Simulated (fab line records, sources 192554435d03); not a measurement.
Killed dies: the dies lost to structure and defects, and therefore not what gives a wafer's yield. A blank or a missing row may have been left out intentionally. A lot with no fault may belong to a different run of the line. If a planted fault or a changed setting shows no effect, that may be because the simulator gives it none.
fab line records	flow n5Finfet
record: lots: 12	wafers: 36	lastDay: 17
route steps=1938 shown BEOL_M4@1088 PAD_METAL@1893 PASSIVATION@1916
lots that met no fault: from a run of the same line without faults
startH: hours from the record's opening day to when the first of the lot's shown wafers began	waitH: hours since the lot's step before	" unchanged from the row above	L1.1+2: a row that stands for several wafers	- no value present, or no start provided	* or withheld: withheld	< > ~ a bound
route shown NAME@n: NAME is a module with steps in the file, n the number in the route of the first one	usual: mean/standard deviation taken from wafers without a fault	same: alike in all rows	chamber/n: place in a boat	sites: each site's reading	_std_site: standard deviation of those values	_edge_site: inner sites' mean taken away from outer sites' mean	radiusMm: how far each site lies from the wafer's centre	mask NAME#n: copy n	behind: the last tool/chamber to shape the wafer	hold: why the lot was held/for how many hours/how that ended	device: which transistor (n, p or np) failed to switch	end of line: the tests these same wafers got at the end of their route	step lacking rows: just its recipe	killed: count of dies lost to structure and defects at first sort (not the wafer's yield)	map: per-die view of a wafer (x killed, . not killed, _ where there is no die)
set.NAME: the run value of the setting; set.NAME@STEP: its run value at that earlier step	model.NAME: the simulator's own value behind a step, which no gauge read
one table for each step of the route and one row for each wafer, over a sample of lots
services: when a tool's chamber went out of use (startH, in hours from the record's first day, below 0 if earlier), for how many hours, and the reason
== steps ==
step: N5_BEOL_M4_SPUTTER_81
recipe: material: Cu	targetThkA: 45	tempC: -20	chamberPressurePa: 0.07	powerW: withheld	timeS: 8.29
usual: chuckSensorTempC: -16.2/0.47	substrateTempC: -20.00/0.11	throttleValvePct: 30.6/0.77
lot.wafer	tool	chamber	startH	waitH	chuckSensorTempC	substrateTempC	throttleValvePct
L302.1	pvdSputter-03	-	186.71	0.1	-16.1	-19.99	31.2
L302.3	"	-	"	"	-15.9	-19.90	31.7
L302.5	"	-	"	"	-15.9	-19.88	31.9
L303.4	pvdSputter-03	-	188.76	0.1	-16.2	-20.16	30.6
L303.5	"	-	"	"	-16.3	-20.04	30.5
L303.6	"	-	"	"	-15.9	-19.99	31.8
L304.2	pvdSputter-02	-	188.91	0.1	-16.0	-20.20	30.8
L304.3	"	-	"	"	-16.8	-19.82	29.5
L304.6	"	-	"	"	-16.7	-19.85	28.9
L308.1	pvdSputter-03	-	229.15	0.1	-15.9	-20.04	31.7
L308.3	"	-	"	"	-16.0	-19.88	31.2
L308.4	"	-	"	"	-16.0	-20.01	31.1
L309.2	pvdSputter-03	-	235.68	0.1	-16.1	-20.06	31.1
L309.5	"	-	"	"	-16.4	-20.03	30.4
L309.6	"	-	"	"	-16.1	-19.95	31.2
L310.3	pvdSputter-03	-	237.60	0.1	-16.2	-20.01	30.6
L310.4	"	-	"	"	-16.2	-19.87	31.3
L310.6	"	-	"	"	-16.0	-20.09	31.8
L312.2	pvdSputter-03	-	245.14	0.1	-15.8	-19.90	31.8
L312.3	"	-	"	"	-16.1	-20.17	31.2
L312.6	"	-	"	"	-16.1	-19.96	30.7
L313.4	pvdSputter-01	-	250.50	0.1	-17.2	-19.85	29.6
L313.5	"	-	"	"	-15.1	-20.22	29.7
L313.6	"	-	"	"	-17.1	-19.86	29.5
L314.1	pvdSputter-03	-	253.27	0.1	-15.9	-20.06	31.9
L314.3	"	-	"	"	-16.1	-19.79	31.3
L314.4	"	-	"	"	-16.2	-19.93	30.5
L318.1	pvdSputter-03	-	282.54	0.1	-16.1	-20.09	31.3
L318.2	"	-	"	"	-16.3	-19.75	31.3
L318.6	"	-	"	"	-15.9	-20.11	31.7
L320.2	pvdSputter-01	-	291.64	0.1	-16.1	-20.08	31.1
L320.3	"	-	"	"	-15.1	-19.85	29.8
L320.5	"	-	"	"	-15.1	-19.94	29.9
L321.2	pvdSputter-02	-	300.21	0.1	-16.3	-19.97	30.5
L321.5	"	-	"	"	-16.2	-19.97	30.6
L321.6	"	-	"	"	-16.7	-19.90	29.6
step: N5_PASSIVATION_DEGAS_18
recipe: ambient: vacuum	tempC: 300	timeS: 60
usual: heaterPowerW: 485/54
lot.wafer	tool	chamber	startH	waitH	heaterPowerW
L303.4	pvdSputter-03	-	293.75	0.5	407
L303.5	"	-	"	"	482
L303.6	"	-	"	"	534
L302.1	pvdSputter-03	-	294.21	0.4	412
L302.3	"	-	"	"	488
L302.5	"	-	"	"	406
L304.2	pvdSputter-02	-	294.56	0.2	494
L304.3	"	-	"	"	548
L304.6	"	-	"	"	544
L308.1	pvdSputter-02	-	326.54	0.2	465
L308.3	"	-	"	"	525
L308.4	"	-	"	"	418
L309.2	pvdSputter-01	-	334.04	0.3	406
L309.5	"	-	"	"	402
L309.6	"	-	"	"	493
L310.3	pvdSputter-02	-	341.86	1.1	473
L310.4	"	-	"	"	535
L310.6	"	-	"	"	426
L313.4	pvdSputter-02	-	342.20	0.4	538
L313.5	"	-	"	"	419
L313.6	"	-	"	"	485
L312.2	pvdSputter-03	-	350.09	0.2	528
L312.3	"	-	"	"	574
L312.6	"	-	"	"	533
L314.1	pvdSputter-02	-	357.17	0.7	434
L314.3	"	-	"	"	474
L314.4	"	-	"	"	527
L320.2	pvdSputter-02	-	383.06	1.5	528
L320.3	"	-	"	"	551
L320.5	"	-	"	"	425
L318.1	pvdSputter-01	-	394.13	0.0	496
L318.2	"	-	"	"	418
L318.6	"	-	"	"	497
L321.2	pvdSputter-02	-	400.30	0.4	421
L321.5	"	-	"	"	534
L321.6	"	-	"	"	526
step: N5_PASSIVATION_PRE_CLEAN_19
recipe: gas: H2/He	timeS: *	tempC: *
usual: heaterPowerW: 484/54
lot.wafer	tool	chamber	startH	waitH	heaterPowerW
L303.4	pvdSputter-03	-	293.79	0.0	406
L303.5	"	-	"	"	489
L303.6	"	-	"	"	524
L302.1	pvdSputter-03	-	294.25	0.0	394
L302.3	"	-	"	"	492
L302.5	"	-	"	"	402
L304.2	pvdSputter-02	-	294.60	0.0	472
L304.3	"	-	"	"	531
L304.6	"	-	"	"	532
L308.1	pvdSputter-02	-	326.58	0.0	477
L308.3	"	-	"	"	530
L308.4	"	-	"	"	420
L309.2	pvdSputter-01	-	334.08	0.0	420
L309.5	"	-	"	"	400
L309.6	"	-	"	"	494
L310.3	pvdSputter-02	-	341.90	0.0	468
L310.4	"	-	"	"	532
L310.6	"	-	"	"	417
L313.4	pvdSputter-02	-	342.24	0.0	532
L313.5	"	-	"	"	419
L313.6	"	-	"	"	467
L312.2	pvdSputter-03	-	350.13	0.0	527
L312.3	"	-	"	"	566
L312.6	"	-	"	"	529
L314.1	pvdSputter-02	-	357.21	0.0	411
L314.3	"	-	"	"	472
L314.4	"	-	"	"	537
L320.2	pvdSputter-02	-	383.10	0.0	539
L320.3	"	-	"	"	535
L320.5	"	-	"	"	423
L318.1	pvdSputter-01	-	394.17	0.0	498
L318.2	"	-	"	"	419
L318.6	"	-	"	"	502
L321.2	pvdSputter-02	-	400.34	0.0	421
L321.5	"	-	"	"	535
L321.6	"	-	"	"	523
step: N5_PASSIVATION_PECVD_35
recipe: material: SiNx	targetThkA: 7000	tempC: 400	precursor: SiH4/NH3/N2	pressureTorr: 4.9	rfW: 1406	timeS: 151.3
usual: heaterPowerW: 408/83	showerheadPlenumPTorr: 8.68/0.12	throttleValvePct: 29.1/1.6
lot.wafer	tool	chamber	startH	waitH	heaterPowerW	showerheadPlenumPTorr	throttleValvePct
L303.4	pecvd-03	1	296.08	0.1	240	8.58	27.4
L303.5	"	0	"	"	490	8.79	30.4
L303.6	"	2	"	"	482	8.70	27.5
L302.1	pecvd-03	1	296.29	0.1	382	8.60	27.5
L302.3	"	0	"	"	419	8.76	30.3
L302.5	"	1	"	"	237	8.58	27.5
L304.2	pecvd-03	2	296.69	0.1	357	8.70	27.6
L304.3	"	1	"	"	292	8.58	27.1
L304.6	"	0	"	"	542	8.77	30.6
L308.1	pecvd-01	0	328.99	0.1	412	8.49	29.9
L308.3	"	2	"	"	336	8.51	27.9
L308.4	"	1	"	"	377	8.84	30.6
L309.2	pecvd-04	2	336.12	0.1	466	8.78	27.5
L309.5	"	1	"	"	454	8.69	31.4
L309.6	"	2	"	"	498	8.79	27.3
L310.3	pecvd-04	0	344.16	0.1	308	8.70	29.2
L310.4	"	1	"	"	457	8.67	31.2
L310.6	"	0	"	"	333	8.68	29.2
L313.4	pecvd-03	0	344.34	0.1	490	8.80	30.5
L313.5	"	2	"	"	458	8.72	27.8
L313.6	"	1	"	"	241	8.60	27.5
L312.2	pecvd-04	0	352.34	0.1	358	8.66	29.0
L312.3	"	2	"	"	457	8.80	27.3
L312.6	"	0	"	"	229	8.71	29.1
L314.1	pecvd-04	2	359.17	0.1	394	8.78	27.2
L314.3	"	1	"	"	415	8.67	31.3
L314.4	"	2	"	"	442	8.78	27.4
L320.2	pecvd-03	1	385.09	0.1	351	8.58	27.6
L320.3	"	1	"	"	388	8.58	27.8
L320.5	"	0	"	"	383	8.81	30.6
L318.1	pecvd-01	0	396.08	0.1	327	8.49	30.3
L318.2	"	2	"	"	395	8.47	28.0
L318.6	"	1	"	"	500	8.86	30.5
L321.2	pecvd-01	0	402.37	0.1	316	8.50	29.7
L321.5	"	1	"	"	534	8.82	30.5
L321.6	"	2	"	"	302	8.50	28.2
step: N5_PASSIVATION_PROBE_49
usual: defectLimitedYield: 91.0/1.5	killed_at_M0_to_M3: 36/12	killed_at_M4_up: 14/5.5	killedAtContacts: 11/4.8	killedAtFrontEnd: 42/12	killedAtOther: 3.7/2.7	killedDies: 106/18	killedOpen: 70/13	killedShort: 35/8.2	sort_bin_5_function: 5.3/1	sort_bin_6_memory: 3.3/0.69	sortNPass: 1074/18	sortYieldPct: 91.0/1.5
same: grossDies: 1180	killedAtBackSide: 0	sort_bin_4_leakage[%]: 0	sort_bin_8_speed[%]: 0
lot.wafer	tool	chamber	startH	waitH	defectLimitedYield[%]	killed_at_M0_to_M3	killed_at_M4_up	killedAtContacts	killedAtFrontEnd	killedAtOther	killedDies	killedOpen	killedShort	sort_bin_5_function[%]	sort_bin_6_memory[%]	sortNPass	sortYieldPct[%]
L303.4	prober-01	-	299.74	0.2	90.9	31	15	13	41	7	107	63	40	5.6	2.8	1073	90.9
L303.5	prober-01	-	299.79	0.2	92.0	30	12	12	31	9	94	54	39	4.9	2.9	1086	92.0
L303.6	prober-01	-	299.84	0.3	92.9	17	15	6	46	0	84	51	27	4.0	2.7	1096	92.9
L309.2	prober-01	-	339.86	0.1	90.0	41	14	8	52	3	118	70	47	6.2	3.3	1062	90.0
L309.5	prober-01	-	340.01	0.2	91.1	54	11	3	35	2	105	61	44	4.7	3.9	1075	91.1
L309.6	prober-01	-	340.06	0.3	91.9	41	10	8	34	3	96	56	40	3.6	4.0	1084	91.9
L313.4	prober-01	-	348.74	0.2	88.3	60	14	8	53	3	138	80	56	7.5	3.5	1042	88.3
L313.5	prober-01	-	348.79	0.3	90.2	60	15	12	29	0	116	71	42	6.7	2.9	1064	90.2
L313.6	prober-01	-	348.84	0.3	91.4	45	7	14	34	2	102	64	37	5.8	2.5	1078	91.4
L312.2	prober-01	-	355.95	0.1	84.3	25	89	13	56	2	185	70	30	8.9	3.6	995	84.3
L312.3	prober-01	-	356.00	0.1	81.1	37	135	10	37	4	223	64	30	11.2	3.9	957	81.1
L312.6	prober-01	-	356.15	0.3	81.2	30	136	9	45	2	222	61	29	10.9	4.4	958	81.2
L314.1	prober-01	-	363.64	0.0	84.2	39	99	7	41	1	187	60	46	9.6	3.9	993	84.2
L314.3	prober-01	-	363.74	0.1	80.6	32	151	5	37	4	229	59	33	11.3	5.2	951	80.6
L314.4	prober-01	-	363.79	0.2	81.7	13	158	4	40	1	216	50	23	12.4	3.8	964	81.7
L320.2	prober-01	-	389.16	0.1	93.2	33	8	5	32	2	80	53	25	4.2	2.4	1100	93.2
L320.3	prober-01	-	389.21	0.1	93.1	33	7	21	21	0	82	60	20	4.1	2.5	1098	93.1
L320.5	prober-01	-	389.31	0.2	91.4	27	11	18	43	3	102	69	31	5.8	2.8	1078	91.4
L318.1	prober-01	-	399.64	0.0	86.8	42	47	6	54	7	156	78	43	7.5	4.4	1024	86.8
L318.2	prober-01	-	399.69	0.1	80.1	38	138	18	41	0	235	70	40	12.4	4.3	945	80.1
L318.6	prober-01	-	399.89	0.3	83.5	45	89	8	49	4	195	83	37	10.1	3.7	985	83.5
L321.2	prober-01	-	406.11	0.1	91.6	22	17	11	44	5	99	65	34	4.8	3.3	1081	91.6
L321.5	prober-01	-	406.26	0.2	92.8	26	11	8	36	4	85	53	28	4.1	2.8	1095	92.8
L321.6	prober-01	-	406.31	0.3	91.5	31	26	8	28	7	100	69	30	5.3	3.1	1080	91.5
killed by level:class
L303.4 FIN_SAQP:geometricParticle:open=14 MOL_CONTACT_COAG:geometricParticle:open=10 FIN_SAQP:geometricParticle:short=8 BEOL_M3:geometricParticle:open=7 BEOL_M1:geometricParticle:open=6 BEOL_M0_SAQP:geometricParticle:short=5 GATE_CUT:geometricParticle:short=5 PASS1_CAP:geometricParticle:open=4
L303.5 BEOL_M1:geometricParticle:open=9 FIN_SAQP:geometricParticle:open=6 DUMMY_GATE:geometricParticle:open=6 MOL_CONTACT_COAG:geometricParticle:short=6 MOL_CONTACT_COAG:geometricParticle:open=6 FIN_SAQP:geometricParticle:short=5 BEOL_M1:geometricParticle:short=5 BEOL_M0_SAQP:geometricParticle:short=4
L303.6 FIN_SAQP:geometricParticle:open=10 FIN_SAQP:geometricParticle:short=7 STI_FIN_REVEAL:geometricParticle:open=6 BEOL_M3:geometricParticle:open=6 MOL_CONTACT_COAG:geometricParticle:open=5 ILD0:geometricParticle:open=4 GATE_CUT:geometricParticle:short=4 BEOL_M7:geometricParticle:open=4
L309.2 DUMMY_GATE:geometricParticle:open=12 BEOL_M0:geometricParticle:open=10 BEOL_M0_SAQP:geometricParticle:short=9 FIN_SAQP:geometricParticle:open=8 BEOL_M2:geometricParticle:open=8 DUMMY_GATE:geometricParticle:short=7 BEOL_M2:geometricParticle:short=6 FIN_SAQP:geometricParticle:short=5
L309.5 BEOL_M0_SAQP:geometricParticle:short=23 BEOL_M0_SAQP:geometricParticle:open=14 FIN_SAQP:geometricParticle:open=13 STI_FIN_REVEAL:geometricParticle:open=6 BEOL_M3:geometricParticle:open=6 BEOL_M2:geometricParticle:short=5 DUMMY_GATE:geometricParticle:open=4 FIN_SAQP:geometricParticle:short=3
L309.6 BEOL_M0_SAQP:geometricParticle:short=12 GATE_CUT:geometricParticle:short=10 BEOL_M2:geometricParticle:open=9 FIN_SAQP:geometricParticle:open=8 BEOL_M0_SAQP:geometricParticle:open=8 MOL_CONTACT_COAG:geometricParticle:open=6 STARTING-WAFER:geometricParticle:short=4 BEOL_M11:geometricParticle:open=4
L313.4 BEOL_M0_SAQP:geometricParticle:short=14 BEOL_M1:geometricParticle:open=12 FIN_SAQP:geometricParticle:short=10 STI_FIN_REVEAL:geometricParticle:open=10 BEOL_M0_SAQP:geometricParticle:open=10 MOL_CONTACT_COAG:geometricParticle:open=7 BEOL_M1:geometricParticle:short=7 FIN_SAQP:geometricParticle:open=6
L313.5 BEOL_M1:geometricParticle:open=13 BEOL_M2:geometricParticle:open=13 BEOL_M1:geometricParticle:short=9 MOL_CONTACT_COAG:geometricParticle:open=8 BEOL_M0_SAQP:geometricParticle:short=8 BEOL_M0_SAQP:geometricParticle:open=8 STI_FIN_REVEAL:geometricParticle:open=7 BEOL_M4:geometricParticle:open=5
L313.6 MOL_CONTACT_COAG:geometricParticle:open=11 BEOL_M2:geometricParticle:open=11 FIN_SAQP:geometricParticle:short=8 BEOL_M0_SAQP:geometricParticle:open=8 BEOL_M0_SAQP:geometricParticle:short=8 STI_FIN_REVEAL:geometricParticle:open=6 BEOL_M2:geometricParticle:short=6 BEOL_M3:geometricParticle:open=6
L312.2 BEOL_M4:unspecified=82 DUMMY_GATE:geometricParticle:open=17 MOL_CONTACT_COAG:geometricParticle:open=10 STI_FIN_REVEAL:geometricParticle:open=9 FIN_SAQP:geometricParticle:open=7 STARTING-WAFER:geometricParticle:short=7 BEOL_M2:geometricParticle:open=6 BEOL_M0_SAQP:geometricParticle:short=5
L312.3 BEOL_M4:unspecified=128 STI_FIN_REVEAL:geometricParticle:open=10 BEOL_M2:geometricParticle:open=7 FIN_SAQP:geometricParticle:open=6 MOL_CONTACT_COAG:geometricParticle:open=6 BEOL_M0_SAQP:geometricParticle:open=6 BEOL_M1:geometricParticle:open=6 BEOL_M0_SAQP:geometricParticle:short=5
L312.6 BEOL_M4:unspecified=132 BEOL_M0_SAQP:geometricParticle:short=13 STI_FIN_REVEAL:geometricParticle:open=12 FIN_SAQP:geometricParticle:open=9 MOL_CONTACT_COAG:geometricParticle:open=9 DUMMY_GATE:geometricParticle:open=7 BEOL_M1:geometricParticle:open=5 BEOL_M0_SAQP:geometricParticle:open=5
L314.1 BEOL_M4:unspecified=75 FIN_SAQP:geometricParticle:short=15 BEOL_M0_SAQP:geometricParticle:short=11 BEOL_M4:geometricParticle:open=10 BEOL_M2:geometricParticle:open=8 GATE_CUT:geometricParticle:short=7 BEOL_M0_SAQP:geometricParticle:open=7 MOL_CONTACT_COAG:geometricParticle:open=6
L314.3 BEOL_M4:unspecified=133 BEOL_M0_SAQP:geometricParticle:short=10 FIN_SAQP:geometricParticle:short=9 BEOL_M2:geometricParticle:open=7 BEOL_M4:geometricParticle:open=7 FIN_SAQP:geometricParticle:open=5 BEOL_M5:geometricParticle:open=5 FIN_CUT:geometricParticle:open=4
L314.4 BEOL_M4:unspecified=140 BEOL_M4:geometricParticle:open=9 FIN_SAQP:geometricParticle:open=6 GATE_CUT:geometricParticle:open=6 FIN_SAQP:geometricParticle:short=5 DUMMY_GATE:geometricParticle:open=5 GATE_CUT:geometricParticle:short=5 MOL_CONTACT_COAG:geometricParticle:open=4
L320.2 BEOL_M0_SAQP:geometricParticle:open=8 STI_FIN_REVEAL:geometricParticle:open=7 DUMMY_GATE:geometricParticle:open=6 BEOL_M2:geometricParticle:open=6 BEOL_M0_SAQP:geometricParticle:short=5 BEOL_M1:geometricParticle:open=5 FIN_SAQP:geometricParticle:open=3 MOL_CONTACT_COAG:geometricParticle:open=3
L320.3 MOL_CONTACT_COAG:geometricParticle:open=20 BEOL_M2:geometricParticle:open=9 STI_FIN_REVEAL:geometricParticle:open=8 BEOL_M0_SAQP:geometricParticle:open=6 BEOL_M0_SAQP:geometricParticle:short=5 BEOL_M3:geometricParticle:open=5 BEOL_M1:geometricParticle:short=4 STI_FIN_REVEAL:geometricParticle:short=2
L320.5 STI_FIN_REVEAL:geometricParticle:open=15 MOL_CONTACT_COAG:geometricParticle:open=14 FIN_SAQP:geometricParticle:open=8 BEOL_M0_SAQP:geometricParticle:short=8 BEOL_M0_SAQP:geometricParticle:open=6 STI_FIN_REVEAL:geometricParticle:short=4 MOL_CONTACT_COAG:geometricParticle:short=4 BEOL_M0:geometricParticle:short=4
L318.1 BEOL_M4:unspecified=35 STI_FIN_REVEAL:geometricParticle:open=12 FIN_SAQP:geometricParticle:open=11 FIN_SAQP:geometricParticle:short=9 BEOL_M0_SAQP:geometricParticle:short=7 BEOL_M0_SAQP:geometricParticle:open=7 BEOL_M2:geometricParticle:open=7 MOL_CONTACT_COAG:geometricParticle:open=6
L318.2 BEOL_M4:unspecified=125 MOL_CONTACT_COAG:geometricParticle:open=14 BEOL_M0_SAQP:geometricParticle:open=9 FIN_SAQP:geometricParticle:open=8 FIN_SAQP:geometricParticle:short=7 STI_FIN_REVEAL:geometricParticle:open=7 BEOL_M0_SAQP:geometricParticle:short=7 STI_FIN_REVEAL:geometricParticle:short=5
L318.6 BEOL_M4:unspecified=75 BEOL_M2:geometricParticle:open=14 FIN_SAQP:geometricParticle:open=11 BEOL_M1:geometricParticle:open=10 BEOL_M5:geometricParticle:open=6 GATE_CUT:geometricParticle:short=5 MOL_CONTACT_COAG:geometricParticle:open=5 BEOL_M0_SAQP:geometricParticle:open=5
L321.2 FIN_SAQP:geometricParticle:open=12 BEOL_M4:geometricParticle:open=10 MOL_CONTACT_COAG:geometricParticle:open=9 GATE_CUT:geometricParticle:short=8 FIN_SAQP:geometricParticle:short=7 DUMMY_GATE:geometricParticle:open=5 BEOL_M0_SAQP:geometricParticle:open=5 BEOL_M3:geometricParticle:open=5
L321.5 BEOL_M3:geometricParticle:open=7 FIN_SAQP:geometricParticle:short=6 BEOL_M1:geometricParticle:open=6 FIN_SAQP:geometricParticle:open=5 DUMMY_GATE:geometricParticle:open=5 MOL_CONTACT_COAG:geometricParticle:open=5 BEOL_M1:geometricParticle:short=4 BEOL_M2:geometricParticle:open=4
L321.6 BEOL_M4:geometricParticle:open=13 BEOL_M5:geometricParticle:open=9 DUMMY_GATE:geometricParticle:open=7 MOL_CONTACT_COAG:geometricParticle:open=7 BEOL_M1:geometricParticle:open=7 BEOL_M2:geometricParticle:open=7 BEOL_M3:geometricParticle:open=5 BEOL_M3:geometricParticle:short=5
== services ==
tool	chamber	startH	hours	kind
pecvd-03	0	176.21	9.7	repair
pecvd-04	2	202.38	-	clean
pecvd-04	2	202.38	-	consumableReplace:showerhead
pecvd-04	2	202.38	29.0	scheduledDown
pecvd-04	2	202.38	29.0	ventCycle
pecvd-03	1	232.91	4.1	repair
pecvd-04	1	243.10	2.1	scheduledDown
pecvd-01	0	275.00	5.5	scheduledDown
pecvd-04	0	290.32	5.5	scheduledDown
pecvd-03	-	292.21	0.6	repair
pecvd-04	0	306.89	23.2	repair
pecvd-04	-	319.62	0.5	repair
pecvd-03	2	351.28	5.5	repair
pecvd-01	1	354.69	2.1	scheduledDown
pecvd-01	1	363.56	5.5	scheduledDown
pecvd-04	0	383.74	2.1	scheduledDown
pecvd-03	1	386.27	2.1	scheduledDown
pecvd-03	2	388.40	2.1	scheduledDown
pvdSputter-03	-	390.12	2.8	repair
pecvd-03	1	390.53	-	clean
pecvd-03	1	390.53	-	consumableReplace:showerhead
pvdSputter-03	-	397.86	1.0	repair
== key ==
firstSign: step: N5_PASSIVATION_PROBE_49	reading: killed_at_M4_up	direction: up	sigmas: 18	usual: 14	struck: 116
effect: step: N5_PASSIVATION_PROBE_49	reading: defectLimitedYield	direction: down	sigmas: 5.5	usual: 91.0	struck: 82.6
moreKillsBornAt: N5_BEOL_M4_SPUTTER_81@pvdSputter-03: 925
metAt N5_BEOL_M4_SPUTTER_81
struckLots L312,L314,L318
notActingAt N5_PASSIVATION_DEGAS_18,N5_PASSIVATION_PRE_CLEAN_19,N5_PASSIVATION_PECVD_35
onsetBetween 237.60 245.14
fault: kind: chamberParticleSource	tool: pvdSputter-03	chamber: -	onsetH: 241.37	steps: N5_BEOL_M4_SPUTTER_81	ratePerVisitCm2: 1.147	endH: 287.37
